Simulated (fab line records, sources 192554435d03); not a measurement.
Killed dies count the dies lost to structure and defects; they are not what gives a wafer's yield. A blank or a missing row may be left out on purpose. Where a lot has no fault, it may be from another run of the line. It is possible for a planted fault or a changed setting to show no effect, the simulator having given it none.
fab line records / flow n5-finfet
record lots=4 wafers=12 last-day=15
route steps=1938 shown BEOL_M4@1051 PASSIVATION@1936
lots that met no fault: taken from a fault-free run of the same line
start-h: start of the lot's first displayed wafer, in hours after the record's first day / wait-h: hours from the lot's prior step to this one / " repeats the value in the row above / L1.1+2: several wafers, shown together as one row / - no value, or no start was given / * or withheld: withheld / < > ~ a bound
route shown NAME@n: names a module that has steps shown in the file, with the first one's number in the route / usual: average and standard deviation across the fault-free wafers / same: alike in all rows / chamber/n: place in a boat / sites: the reading at each site / _std_site: the values' standard deviation / _edge_site: outer sites' mean less inner sites' / radius-mm: how far each site lies from the wafer's centre / mask NAME#n: copy n / behind: the most recent tool/chamber to have shaped the wafer / hold: why the lot was held/for how many hours/how that ended / device: transistor that didn't switch, given as n, p or np / end of line: at the end of the route, the tests of the same wafers / step lacking rows: just its recipe / killed: at the first sort, the dies lost to defects and structure; wafer yield is something else / map: the dies of a wafer, with x for killed, . for not killed, _ for no die there
set.NAME: setting as actually run; set.NAME@STEP: the setting as run at that earlier step / model.NAME: the simulator's own value behind a step, which no gauge read
certain route steps with their lots: each step a table, each wafer a row
services: a tool's chamber out of use, with start hour (start-h, from the record's first day; less than 0 if before it), hours out, and reason
## steps
# step N5_BEOL_M4_EBR_24
# recipe solvent=PGMEA ebr-width-mm=1.5
# step N5_BEOL_M4_SOFTBAKE_23
# recipe temp-c=110 time-s=60 resist=CAR-EUV
# step N5_BEOL_M4_EXPOSE_25
# recipe mask-id=V3 na=0.33 source-shape=quasar sigma-inner=0.2 sigma-outer=0.8 polarization=unpolarized defocus-nm=5 dose-mj=63
# step N5_BEOL_M4_PEB_26
# recipe peb-temp-c=100 peb-time-s=60 resist=CAR-EUV
# step N5_BEOL_M4_DEVELOP_27
# recipe develop-time-s=30 developer=TMAH resist=CAR-EUV rinse-liquid=surfactant-rinse dry=air-spin dev-temp-c=23
# step N5_BEOL_M4_DESCUM_33
# recipe chemistry=O2 time-s=7 source-power-w=50 bias-power-w=20 pressure-mtorr=20 rf-frequency-hz=2.712e+07 temp-c=40 resist=CAR-EUV o2-flow-sccm=225
# step N5_BEOL_M4_ETCH_77
# recipe chemistry=N2/H2 target=underlayer target-depth-a=65 mask-material=CAR-EUV time-s=5.2 ion-energy-ev=200 pressure-mtorr=30 source-w=840 bias-w=150 n2-flow-sccm=200 h2-flow-sccm=200 ends=cleared
# step N5_BEOL_M4_ETCH_69
# recipe chemistry=CF4 target=SiARC target-depth-a=156 mask-material=CAR-EUV time-s=26 ion-energy-ev=80 pressure-mtorr=40 source-w=545 bias-w=36 Ar_flow_sccm=100 cf4-flow-sccm=100 ends=cleared
# step N5_BEOL_M4_ALD_98
# recipe material=SiO2 target-thk-a=25 temp-c=100 ald-precursor-family=BDEAS ald-co-reactant=O2-plasma pulse-time-s=1 co-reactant-pulse-time-s=1 purge-time-s=2 co-reactant-purge-time-s=2 ald-cycles=17 pressure-torr=2
# step N5_BEOL_M4_ETCHBACK_99
# recipe chemistry=CHF3 target=SiO2 target-depth-a=50 time-s=10.4 source-w=215 bias-w=47 Ar_flow_sccm=200 CHF3_flow_sccm=12 ion-energy-ev=100 pressure-mtorr=30
# usual drypump-motor-current-A=5.8/0.37 oes-product-au=0.77/0.083 rf-vpp-V=241/7.9 showerhead-plenum-p-Torr=2.15/0.074 throttle-valve-pct=17.18/0.25
lot.wafer=L470.2 tool=rie-diel-05 chamber=2 start-h=211.14 wait-h=4.1 drypump-motor-current-A=5.9 oes-product-au=0.71 rf-hours-counter-h=214 rf-vpp-V=246 showerhead-plenum-p-Torr=2.13 throttle-valve-pct=17.13
lot.wafer=L470.3 tool=rie-diel-05 chamber=3 start-h=211.14 wait-h=4.1 drypump-motor-current-A=5.7 oes-product-au=0.67 rf-hours-counter-h=240 rf-vpp-V=245 showerhead-plenum-p-Torr=2.22 throttle-valve-pct=17.10
lot.wafer=L470.5 tool=rie-diel-05 chamber=3 start-h=211.14 wait-h=4.1 drypump-motor-current-A=5.7 oes-product-au=0.68 rf-hours-counter-h=- rf-vpp-V=247 showerhead-plenum-p-Torr=2.21 throttle-valve-pct=17.12
lot.wafer=L473.1 tool=rie-diel-02 chamber=3 start-h=217.67 wait-h=4.8 drypump-motor-current-A=5.9 oes-product-au=0.88 rf-hours-counter-h=44 rf-vpp-V=238 showerhead-plenum-p-Torr=2.10 throttle-valve-pct=17.02
lot.wafer=L473.3 tool=rie-diel-02 chamber=0 start-h=217.67 wait-h=4.8 drypump-motor-current-A=5.3 oes-product-au=0.72 rf-hours-counter-h=207 rf-vpp-V=228 showerhead-plenum-p-Torr=2.13 throttle-valve-pct=17.40
lot.wafer=L473.6 tool=rie-diel-02 chamber=0 start-h=217.67 wait-h=4.8 drypump-motor-current-A=5.3 oes-product-au=0.73 rf-hours-counter-h=- rf-vpp-V=227 showerhead-plenum-p-Torr=2.13 throttle-valve-pct=17.42
lot.wafer=L478.2 tool=rie-diel-02 chamber=1 start-h=252.84 wait-h=0.2 drypump-motor-current-A=5.9 oes-product-au=0.71 rf-hours-counter-h=170 rf-vpp-V=249 showerhead-plenum-p-Torr=2.04 throttle-valve-pct=17.03
lot.wafer=L478.4 tool=rie-diel-02 chamber=2 start-h=252.84 wait-h=0.2 drypump-motor-current-A=5.7 oes-product-au=0.78 rf-hours-counter-h=- rf-vpp-V=249 showerhead-plenum-p-Torr=2.18 throttle-valve-pct=17.21
lot.wafer=L478.6 tool=rie-diel-02 chamber=1 start-h=252.84 wait-h=0.2 drypump-motor-current-A=5.9 oes-product-au=0.71 rf-hours-counter-h=- rf-vpp-V=246 showerhead-plenum-p-Torr=2.04 throttle-valve-pct=17.00
lot.wafer=L477.1 tool=rie-diel-02 chamber=0 start-h=256.36 wait-h=3.3 drypump-motor-current-A=5.3 oes-product-au=0.71 rf-hours-counter-h=220 rf-vpp-V=228 showerhead-plenum-p-Torr=2.13 throttle-valve-pct=17.44
lot.wafer=L477.5 tool=rie-diel-02 chamber=0 start-h=256.36 wait-h=3.3 drypump-motor-current-A=5.3 oes-product-au=0.71 rf-hours-counter-h=- rf-vpp-V=229 showerhead-plenum-p-Torr=2.13 throttle-valve-pct=17.43
lot.wafer=L477.6 tool=rie-diel-02 chamber=1 start-h=256.36 wait-h=3.3 drypump-motor-current-A=5.8 oes-product-au=0.71 rf-hours-counter-h=- rf-vpp-V=248 showerhead-plenum-p-Torr=2.04 throttle-valve-pct=17.02
# step N5_BEOL_M4_ETCH_70
# recipe chemistry=N2/H2 target=SOC target-depth-a=800 overetch-a=240 mask-material=SiARC temp-c=40 time-s=130 ion-energy-ev=200 pressure-mtorr=30 source-w=840 bias-w=150 n2-flow-sccm=200 h2-flow-sccm=200
# step N5_BEOL_M4_STRIP_71
# recipe chemistry=N2/H2 temp-c=40 n2-flow-sccm=200 h2-flow-sccm=200 rf-frequency-hz=6e+07
# step N5_BEOL_M4_STRIP_78
# recipe chemistry=N2/H2 temp-c=40 n2-flow-sccm=200 h2-flow-sccm=200 rf-frequency-hz=6e+07
# step N5_BEOL_M4_VIA_ETCH_34
# recipe chemistry=C4F6/O2 target-depth-a=694 mask-material=SOC pressure-mtorr=15 ion-energy-ev=250 taper-deg=4 time-s=65.9 source-w=350 bias-w=170 Ar_flow_sccm=300 C4F6_flow_sccm=10 O2_flow_sccm=10
# step N5_BEOL_M4_STRIP_83
# recipe chemistry=C4F6/O2 resist=SiARC rf-frequency-hz=6e+07
# step N5_BEOL_M4_STRIP_36
# recipe chemistry=N2/H2 power-w=450 temp-c=40 pressure-mtorr=20 rf-frequency-hz=6e+07 overash-fraction=0.3 bias-power-w=7 h2-frac=0.5 n2-flow-sccm=200 h2-flow-sccm=200
# step N5_BEOL_M4_TRENCH_ETCH_37
# recipe chemistry=C4F6/O2 target-depth-a=555.55 target=SiOC time-s=29.2 ion-energy-ev=250 pressure-mtorr=30 source-w=355 bias-w=185 Ar_flow_sccm=300 C4F6_flow_sccm=10 O2_flow_sccm=10
# step N5_BEOL_M4_ETCH_41
# recipe chemistry=CH3F/O2 target=SiCN target-depth-a=299 taper-deg=2 time-s=52.5 ion-energy-ev=120 mask-material=TiN pressure-mtorr=30 source-w=395 bias-w=75 Ar_flow_sccm=150 CH3F_flow_sccm=30 O2_flow_sccm=20
# step N5_BEOL_M4_STRIP_97
# recipe chemistry=N2/H2 time-s=10 power-w=450 temp-c=40 pressure-mtorr=20 rf-frequency-hz=6e+07 bias-power-w=7 n2-flow-sccm=200 h2-flow-sccm=200
# step N5_BEOL_M4_HM_STRIP_39
# recipe chemistry=peroxide-tin-strip material=TiN target-depth-a=250 temp-c=50 time-s=158
# step N5_BEOL_M4_SRD_40
# recipe time-s=30 temp-c=23 rinse-liquid=diw dry=ipa-marangoni
# step N5_BEOL_M4_PRECLEAN_42
# recipe chemistry=residue-remover time-s=60 temp-c=40
# step N5_BEOL_M4_SRD_43
# recipe time-s=30 temp-c=23 rinse-liquid=diw dry=ipa-marangoni
# step N5_BEOL_M4_DEGAS_44
# recipe ambient=vacuum temp-c=250 time-s=60
# step N5_BEOL_M4_PRE_CLEAN_45
# recipe gas=H2/He time-s=30 temp-c=250
# step N5_BEOL_M4_ALD_84
# recipe material=TaN target-thk-a=* temp-c=275 ald-precursor-family=PDMAT ald-co-reactant=NH3 pressure-torr=3 carrier-flow-sccm=1500 pulse-time-s=2 purge-time-s=3 co-reactant-purge-time-s=2 co-reactant-pulse-time-s=3 ald-cycles=30 precursor-vessel-temp-c=75 precursor-vessel-pressure-torr=26.25 precursor-vessel-carrier-sccm=1000
# step N5_BEOL_M4_SURFACE_TREAT_85
# recipe gas=Ar time-s=* ion-energy-ev=* ion-current-ma-cm2=0.5 pressure-mtorr=* ar-flow-sccm=30
# step N5_BEOL_M4_CVD_47
# recipe material=Co target-thk-a=30 temp-c=withheld precursor=CCTBA/H2 pressure-torr=30 time-s=223.8
# step N5_BEOL_M4_SPUTTER_48
# recipe material=Cu target-thk-a=45 temp-c=-20 chamber-pressure-pa=0.07 power-w=withheld time-s=8.29
# step N5_BEOL_M4_ANNEAL_49
# recipe temp-c=400 time-s=240 ambient=vacuum
# step N5_BEOL_M4_SPUTTER_79
# recipe material=Cu target-thk-a=45 temp-c=-20 chamber-pressure-pa=0.07 power-w=withheld time-s=8.29
# step N5_BEOL_M4_ANNEAL_80
# recipe temp-c=400 time-s=240 ambient=vacuum
# step N5_BEOL_M4_SPUTTER_81
# recipe material=Cu target-thk-a=45 temp-c=-20 chamber-pressure-pa=0.07 power-w=withheld time-s=8.29
# step N5_BEOL_M4_ANNEAL_82
# recipe temp-c=400 time-s=240 ambient=vacuum
# step N5_BEOL_M4_SPUTTER_86
# recipe material=Cu target-thk-a=45 temp-c=-20 chamber-pressure-pa=0.07 power-w=withheld time-s=8.29
# step N5_BEOL_M4_ANNEAL_87
# recipe temp-c=400 time-s=240 ambient=vacuum
# step N5_BEOL_M4_SPUTTER_88
# recipe material=Cu target-thk-a=45 temp-c=-20 chamber-pressure-pa=0.07 power-w=withheld time-s=8.29
# step N5_PASSIVATION_PROBE_49
# usual defect-limited-yield=91.7/1.4 killed_at_M0_to_M3=31/11 killed_at_M4_up=13/4.6 killed-at-contacts=13/6.7 killed-at-front-end=39/9.6 killed-at-other=3.5/2.8 killed-dies=98/16 killed-on-rim=13/4.2 killed-open=64/11 killed-short=33/8.5 sort_bin_5_function=4.9/0.96 sort_bin_6_memory=3.1/0.59 sort_bin_8_speed=0.2/1.3 sort-n-pass=1080/23 sort-yield-pct=91.5/1.9
# same gross-dies=1180 killed-at-back-side=0 sort_bin_4_leakage[%]=0
lot.wafer=L473.1 tool=prober-01 chamber=- start-h=337.31 wait-h=0.0 defect-limited-yield[%]=92.1 killed_at_M0_to_M3=17 killed_at_M4_up=13 killed-at-contacts=6 killed-at-front-end=47 killed-at-other=10 killed-dies=93 killed-on-rim=14 killed-open=69 killed-short=22 sort_bin_5_function[%]=4.9 sort_bin_6_memory[%]=2.8 sort_bin_8_speed[%]=0 sort-n-pass=1087 sort-yield-pct[%]=92.1
lot.wafer=L473.3 tool=prober-01 chamber=- start-h=337.41 wait-h=0.1 defect-limited-yield[%]=93.4 killed_at_M0_to_M3=18 killed_at_M4_up=17 killed-at-contacts=4 killed-at-front-end=35 killed-at-other=4 killed-dies=78 killed-on-rim=15 killed-open=46 killed-short=30 sort_bin_5_function[%]=3.4 sort_bin_6_memory[%]=3.1 sort_bin_8_speed[%]=4.7 sort-n-pass=1046 sort-yield-pct[%]=88.6
lot.wafer=L473.6 tool=prober-01 chamber=- start-h=337.56 wait-h=0.3 defect-limited-yield[%]=90.8 killed_at_M0_to_M3=26 killed_at_M4_up=16 killed-at-contacts=8 killed-at-front-end=50 killed-at-other=8 killed-dies=108 killed-on-rim=9 killed-open=61 killed-short=43 sort_bin_5_function[%]=5.8 sort_bin_6_memory[%]=3.1 sort_bin_8_speed[%]=0 sort-n-pass=1072 sort-yield-pct[%]=90.8
lot.wafer=L478.2 tool=prober-01 chamber=- start-h=351.84 wait-h=0.1 defect-limited-yield[%]=82.4 killed_at_M0_to_M3=37 killed_at_M4_up=112 killed-at-contacts=13 killed-at-front-end=43 killed-at-other=3 killed-dies=208 killed-on-rim=34 killed-open=67 killed-short=42 sort_bin_5_function[%]=10.7 sort_bin_6_memory[%]=4.2 sort_bin_8_speed[%]=0 sort-n-pass=972 sort-yield-pct[%]=82.4
lot.wafer=L478.4 tool=prober-01 chamber=- start-h=351.94 wait-h=0.2 defect-limited-yield[%]=79.1 killed_at_M0_to_M3=38 killed_at_M4_up=150 killed-at-contacts=15 killed-at-front-end=40 killed-at-other=4 killed-dies=247 killed-on-rim=20 killed-open=78 killed-short=25 sort_bin_5_function[%]=13.6 sort_bin_6_memory[%]=3.1 sort_bin_8_speed[%]=0 sort-n-pass=933 sort-yield-pct[%]=79.1
lot.wafer=L478.6 tool=prober-01 chamber=- start-h=352.04 wait-h=0.3 defect-limited-yield[%]=82.2 killed_at_M0_to_M3=31 killed_at_M4_up=108 killed-at-contacts=17 killed-at-front-end=49 killed-at-other=5 killed-dies=210 killed-on-rim=24 killed-open=69 killed-short=40 sort_bin_5_function[%]=10.7 sort_bin_6_memory[%]=4.2 sort_bin_8_speed[%]=0 sort-n-pass=970 sort-yield-pct[%]=82.2
lot.wafer=L477.1 tool=prober-01 chamber=- start-h=362.21 wait-h=0.0 defect-limited-yield[%]=83.8 killed_at_M0_to_M3=30 killed_at_M4_up=107 killed-at-contacts=21 killed-at-front-end=29 killed-at-other=4 killed-dies=191 killed-on-rim=33 killed-open=64 killed-short=31 sort_bin_5_function[%]=9.8 sort_bin_6_memory[%]=3.8 sort_bin_8_speed[%]=0 sort-n-pass=989 sort-yield-pct[%]=83.8
lot.wafer=L477.5 tool=prober-01 chamber=- start-h=362.41 wait-h=0.2 defect-limited-yield[%]=85.0 killed_at_M0_to_M3=19 killed_at_M4_up=111 killed-at-contacts=13 killed-at-front-end=34 killed-at-other=0 killed-dies=177 killed-on-rim=25 killed-open=55 killed-short=24 sort_bin_5_function[%]=8.6 sort_bin_6_memory[%]=3.2 sort_bin_8_speed[%]=0 sort-n-pass=1003 sort-yield-pct[%]=85.0
lot.wafer=L477.6 tool=prober-01 chamber=- start-h=362.46 wait-h=0.3 defect-limited-yield[%]=85.3 killed_at_M0_to_M3=22 killed_at_M4_up=106 killed-at-contacts=17 killed-at-front-end=28 killed-at-other=0 killed-dies=173 killed-on-rim=29 killed-open=53 killed-short=22 sort_bin_5_function[%]=8.2 sort_bin_6_memory[%]=2.5 sort_bin_8_speed[%]=0 sort-n-pass=1007 sort-yield-pct[%]=85.3
# killed by level:class
L473.1 STI_FIN_REVEAL:geometric-particle:open=15 BEOL_M4:geometric-particle:open=9 FIN_SAQP:geometric-particle:open=7 MIM_TOP:geometric-particle:open=6 MOL_CONTACT_COAG:geometric-particle:open=5 STARTING-WAFER:geometric-particle:open=5 FIN_SAQP:geometric-particle:short=4 BEOL_M0_SAQP:geometric-particle:open=4
L473.3 GATE_CUT:geometric-particle:short=11 BEOL_M4:geometric-particle:open=9 STI_FIN_REVEAL:geometric-particle:open=6 GATE_CUT:geometric-particle:open=4 BEOL_M0_SAQP:geometric-particle:short=4 BEOL_M3:geometric-particle:open=4 STARTING-WAFER:geometric-particle:open=4 FIN_SAQP:geometric-particle:short=3
L473.6 GATE_CUT:geometric-particle:short=13 BEOL_M2:geometric-particle:open=7 BEOL_M3:geometric-particle:open=7 GATE_CUT:geometric-particle:open=6 BEOL_M4:geometric-particle:open=6 FIN_SAQP:geometric-particle:short=5 STI_FIN_REVEAL:geometric-particle:open=5 MOL_CONTACT_COAG:geometric-particle:open=5
L478.2 BEOL_M4:unspecified=99 BEOL_M0_SAQP:geometric-particle:short=10 MOL_CONTACT_COAG:geometric-particle:open=10 BEOL_M3:geometric-particle:open=8 FIN_SAQP:geometric-particle:open=6 DUMMY_GATE:geometric-particle:open=6 BEOL_M0_SAQP:geometric-particle:open=6 BEOL_M1:geometric-particle:open=6
L478.4 BEOL_M4:unspecified=143 MOL_CONTACT_COAG:geometric-particle:open=12 BEOL_M3:geometric-particle:open=12 BEOL_M0_SAQP:geometric-particle:open=9 BEOL_M2:geometric-particle:open=9 STI_FIN_REVEAL:geometric-particle:open=8 FIN_SAQP:geometric-particle:open=5 BEOL_M0_SAQP:geometric-particle:short=5
L478.6 BEOL_M4:unspecified=101 MOL_CONTACT_COAG:geometric-particle:open=12 STI_FIN_REVEAL:geometric-particle:open=11 BEOL_M3:geometric-particle:open=11 DUMMY_GATE:geometric-particle:open=9 GATE_CUT:geometric-particle:short=8 BEOL_M0_SAQP:geometric-particle:short=7 BEOL_M0_SAQP:geometric-particle:open=6
L477.1 BEOL_M4:unspecified=96 MOL_CONTACT_COAG:geometric-particle:open=16 FIN_SAQP:geometric-particle:short=7 BEOL_M2:geometric-particle:open=7 STI_FIN_REVEAL:geometric-particle:open=6 BEOL_M0_SAQP:geometric-particle:open=6 BEOL_M0_SAQP:geometric-particle:short=6 FIN_SAQP:geometric-particle:open=5
L477.5 BEOL_M4:unspecified=98 MOL_CONTACT_COAG:geometric-particle:open=12 STI_FIN_REVEAL:geometric-particle:open=9 BEOL_M4:geometric-particle:open=8 BEOL_M0_SAQP:geometric-particle:short=8 FIN_SAQP:geometric-particle:open=7 FIN_SAQP:geometric-particle:short=6 BEOL_M2:geometric-particle:open=5
L477.6 BEOL_M4:unspecified=98 MOL_CONTACT_COAG:geometric-particle:open=16 BEOL_M2:geometric-particle:open=7 FIN_SAQP:geometric-particle:open=6 FIN_SAQP:geometric-particle:short=4 STI_FIN_REVEAL:geometric-particle:open=4 STARTING-WAFER:geometric-particle:short=3 BEOL_M8:geometric-particle:open=3
# map L477.1 (x killed, . not)
_________________............________________
______________.................._____________
___________....x..x.x.x.......x.xxx__________
__________.......x............xxxxxx_________
________.......x..........x..xxxxxxxxx_______
_______.......x..............xxxxxxxxxx______
______.x.......x..........x...xxxxxxxxxx_____
_____...........x.........x..x.xxxxxxxxxx____
____..x.......................xxxxxxxxxxxx___
___..................x.........xxxxxxxxxxxx__
___......................x.....xxxxxxxxxxxx__
__........x.x............x........xxxxxxxxx._
__.....x.......x...................xx.x..xx._
_.......................................x.x..
_.x............x..x....x.....................
_.........x..................................
_x.........xx......x........x......x.........
_....x................x...........x.........x
_...................................x.....x.x
_...................................x........
_..x......................................xx.
__.........x.....xx........................._
__....x................x..........x........x_
___x.xx......x.........x.x..............x.x__
___...............x...........x..x.........__
____..............x..x...x.x.x............___
_____.............x...x..x...............____
______.....x.......x......x...x.......x._____
_______..x.........x.x.......x.........______
________x............................._______
__________....................x..x.._________
___________..............xxx..x....__________
______________.............x.x.._____________
_________________....xx......________________
# map L478.4 (x killed, . not)
_________________..x.........________________
______________.................._____________
___________.x.......x.............x__________
__________.x.......x..x............._________
________.....x........................_______
_______.x..................x.xx...x...x______
______.................xx.x.x.........x._____
_____..x..x...x........xxxxx.............____
____...............x.xxxxx.xxx..x.x.......___
___......x.....x...xxxxxxxxxxx.x...........__
___x.............x.xxxxxxxxxxxxxx..........__
__x......x.x....x.xxxxxxxxxxxxxxx.x...x....._
__............x....xxxxxxxxxxxxxx.x........._
_..............x....xxxxxxxxxxxxxx...........
_..............x..xxxxxxxxxxxxxxx....x..x....
_..x.......x.......xxxxxxxxxxxxx..x......x..x
_...x.........x.x...xx.xxxxxxxx..x.......x...
_......x....x....xx..xxxxxxxxxx..............
_....x............x...xxxxx.x.x.xx...x.......
_...........x......xx.x.x.x............x..x.x
_........x..........x....xx.x.x............x.
__...................x..xx........x..x.....x_
__...x.............x........x.......x......._
___.......x..............x.................__
___......x.........................x.......__
____.xx...........x.......................___
_____..........x.........................____
______....x.........x............x......_____
_______....x.....x...............x.....______
________.........x..................x._______
__________..x..........x...........x_________
___________......x.............x...__________
______________..xx.............._____________
_________________.x..........________________
## services
tool=rie-diel-02 chamber=- start-h=195.71 hours=3.6 kind=repair
tool=rie-diel-05 chamber=0 start-h=203.48 hours=8.1 kind=repair
tool=rie-diel-02 chamber=2 start-h=205.00 hours=27.5 kind=repair
tool=rie-diel-02 chamber=0 start-h=226.35 hours=10.5 kind=repair
tool=rie-diel-02 chamber=3 start-h=241.86 hours=46.0 kind=repair
tool=rie-diel-05 chamber=3 start-h=243.39 hours=- kind=clean
tool=rie-diel-05 chamber=3 start-h=243.39 hours=- kind=consumable-replace:focus-ring
tool=rie-diel-05 chamber=3 start-h=243.39 hours=13.8 kind=scheduled-down
tool=rie-diel-05 chamber=3 start-h=243.39 hours=13.8 kind=vent-cycle
## key
first-sign step=N5_PASSIVATION_PROBE_49 reading=killed_at_M4_up direction=up sigmas=22 usual=13 struck=116
effect step=N5_PASSIVATION_PROBE_49 reading=killed-dies direction=up sigmas=6.4 usual=98 struck=201
more-kills-born-at N5_BEOL_M4_ETCHBACK_99@rie-diel-02=635
met-at N5_BEOL_M4_ETCHBACK_99
struck-wafers L477.1,L477.5,L477.6,L478.2,L478.4,L478.6
onset-between 217.67 252.84
also-fits time
fault kind=chamber-particle-source tool=rie-diel-02 chamber=- onset-h=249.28 steps=N5_BEOL_M4_ETCHBACK_99 rate-per-visit-cm2=1.6801 end-h=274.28
